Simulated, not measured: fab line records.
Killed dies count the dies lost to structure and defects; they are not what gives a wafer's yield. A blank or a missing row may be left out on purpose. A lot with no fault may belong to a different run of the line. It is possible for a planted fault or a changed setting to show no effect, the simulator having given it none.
Which tool was responsible?	flow n5Finfet	11 lots, 33 wafers sampled, at 5 steps of a route of 1938

== WHAT THE GAUGES READ, wafer by wafer ==
N5_BEOL_M15_THK_MEAS_50: measures by xrf. Usual: M15_THK gives 847 nm (standard deviation 16).
lot	measured	on	M15_THK (nm)	flag
L422	day 12 11:34	filmMetro-02	865 825 846	
L428	day 13 20:27	filmMetro-02	834 860 841	
L429	day 14 05:16	filmMetro-02	851 856 832	
L432	day 14 12:52	filmMetro-01	833 852 852	
L436	day 15 14:28	filmMetro-02	871 868 857	
L433	day 15 18:36	filmMetro-01	837 845 822	
L438	day 15 19:49	filmMetro-01	837 848 827	
L439	day 16 02:28	filmMetro-02	829 850 831	
L440	day 16 14:44	filmMetro-02	839 838 858	
L441	day 17 07:16	filmMetro-02	815 851 852	
L443	day 17 21:18	filmMetro-01	856 862 850	

N5_MIM_TOP_LITHO_CD_MEAS_08: the cd target is 2000 nm. Usual: cdNm reads 1999.9 nm (standard deviation 1.6).
lot	measured	on	cdNm (nm)	flag
L422	day 12 18:29	cdSem-01	2000.0 1998.9 2000.3	
L428	day 14 00:40	cdSem-02	2001.5 2002.8 2000.9	
L429	day 14 11:48	cdSem-03	1998.8 1999.4 1998.7	
L432	day 14 16:48	cdSem-03	2001.0 2000.5 2002.8	
L436	day 15 17:23	cdSem-02	2012.4 2011.7 2011.9	OFF
L433	day 16 00:51	cdSem-02	2007.9 2009.7 2010.3	OFF
L438	day 16 01:01	cdSem-01	2002.3 2002.2 2002.3	
L439	day 16 05:22	cdSem-03	1999.1 2000.9 1999.6	
L440	day 16 16:58	cdSem-03	2001.6 2000.6 2002.0	
L441	day 17 11:10	cdSem-01	2001.2 1999.8 2000.3	
L443	day 18 02:46	cdSem-02	1997.6 1997.5 1998.3	

N5_MIM_TOP_LITHO_INSPECT_12: inspects for defects (macro). Usual: rawDefectCount reads 2.2 (standard deviation 1.5).
lot	measured	on	rawDefectCount	flag
L422	day 12 18:32	defectInspect-01	3 2 2	
L428	day 14 00:43	defectInspect-01	3 3 1	
L429	day 14 11:51	defectInspect-01	1 4 2	
L432	day 14 16:51	defectInspect-01	3 3 2	
L436	day 15 17:26	defectInspect-02	4 2 3	
L433	day 16 00:54	defectInspect-01	5 1 2	
L438	day 16 01:04	defectInspect-02	4 3 1	
L439	day 16 05:25	defectInspect-01	4 0 2	
L440	day 16 17:01	defectInspect-01	1 3 8	
L441	day 17 11:13	defectInspect-01	2 4 1	
L443	day 18 02:49	defectInspect-01	1 2 1	

== WHICH TOOL RAN EACH LOT (tool, then ch and the chambers of the sampled wafers, then the start) ==
lot	N5_MIM_TOP_ALD_00	N5_MIM_TOP_LITHO_EXPOSE_05
L422	aldHk-02 ch 2,3, day 12 13:10	krfScanner-01 ch 0, day 12 18:19
L428	aldHk-02 ch 0,2,3, day 13 21:52	krfScanner-01 ch 0, day 14 00:30
L429	aldHk-01 ch 0,1,3, day 14 10:40	krfScanner-02 ch 0, day 14 11:37
L432	aldHk-01 ch 1,2, day 14 14:59	krfScanner-02 ch 0, day 14 16:38
L436	aldHk-02 ch 0,2,3, day 15 16:05	krfScanner-02 ch 0, day 15 17:13
L433	aldHk-01 ch 0,3, day 15 21:34	krfScanner-02 ch 0, day 16 00:41
L438	aldHk-03 ch 0,1,3, day 15 21:47	krfScanner-01 ch 0, day 16 00:50
L439	aldHk-03 ch 1,2,3, day 16 03:54	krfScanner-01 ch 0, day 16 05:12
L440	aldHk-02 ch 0,1,2, day 16 16:04	krfScanner-01 ch 0, day 16 16:48
L441	aldHk-03 ch 2,3, day 17 09:38	krfScanner-01 ch 0, day 17 10:59
L443	aldHk-03 ch 0,1, day 17 23:15	krfScanner-01 ch 0, day 18 02:35
- N5_MIM_TOP_ALD_00: deposits Al2O3, purge time 3 s, co reactant pulse time 3 s.
- N5_MIM_TOP_LITHO_EXPOSE_05: exposes mask MIM TOP, target cd 2000 nm.

== WHAT THE TOOLS THEMSELVES READ (means of the sampled wafers that have a number; where no wafer has one, the mark that the record gives instead) ==
N5_MIM_TOP_ALD_00. Usual: precursorPulseHeightRel reads 1.000 (standard deviation 0.021).
lot	tool	precursorPulseHeightRel	flag
L422	aldHk-02	0.996	
L428	aldHk-02	0.991	
L429	aldHk-01	1.018	
L432	aldHk-01	1.003	
L436	aldHk-02	1.010	
L433	aldHk-01	0.982	
L438	aldHk-03	1.006	
L439	aldHk-03	0.993	
L440	aldHk-02	0.988	
L441	aldHk-03	0.994	
L443	aldHk-03	0.986	

N5_MIM_TOP_LITHO_EXPOSE_05. Usual: exposureDoseMJCm2 reads 20.495 (standard deviation 0.021).
lot	tool	exposureDoseMJCm2	flag
L422	krfScanner-01	20.502	
L428	krfScanner-01	20.495	
L429	krfScanner-02	20.508	
L432	krfScanner-02	20.523	
L436	krfScanner-02	19.195	OFF
L433	krfScanner-02	19.477	OFF
L438	krfScanner-01	20.516	
L439	krfScanner-01	20.500	
L440	krfScanner-01	20.491	
L441	krfScanner-01	20.517	
L443	krfScanner-01	20.478	

== THE ANSWER, worked out from the rows above alone ==
Rule: a lot is off if the mean of its wafers that have a number lies more than 3 standard deviations from the usual mean. Also off: a lot with no number at a reading for which 4 or more lots have one. The other lots that the step has rows for count as sound. First the gauges in route order, then the tools' own readings, where a lot's mean is used as printed above. At the first step where some lot is off, the reading lying furthest off is the one used; lots without a number count as furthest.
Off, at N5_MIM_TOP_LITHO_CD_MEAS_08 on cdNm: L436, L433.
A tool fits if, at a process step before that reading, it ran every lot that is off, and no sound lot after the first of them. Not tried: the gauges at N5_MIM_TOP_LITHO_CD_MEAS_08; whatever is off there is also off at N5_MIM_TOP_LITHO_EXPOSE_05, on other tools, and gauge error can't account for it. One fits: krfScanner-02 at N5_MIM_TOP_LITHO_EXPOSE_05. Its last sound lot is L432 (day 14 16:38), its first lot that is off L436 (day 15 17:13): a fault that began between those two fits.
The tool's own readings at N5_MIM_TOP_LITHO_EXPOSE_05 bear it out: on the lots that are off they differ by more than 5 times the standard deviation of the sound lots' means. exposureDoseMJCm2 reads 19.336 there against 20.503 on the sound lots.

== WHAT HAD BEEN PUT IN BY THE SIMULATOR ==
Drift in process parameters on krfScanner-02 at N5_MIM_TOP_LITHO_EXPOSE_05, starting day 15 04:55. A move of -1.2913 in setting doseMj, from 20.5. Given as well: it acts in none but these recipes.
Struck lots among those shown: L436, L433. The rule above found the same.
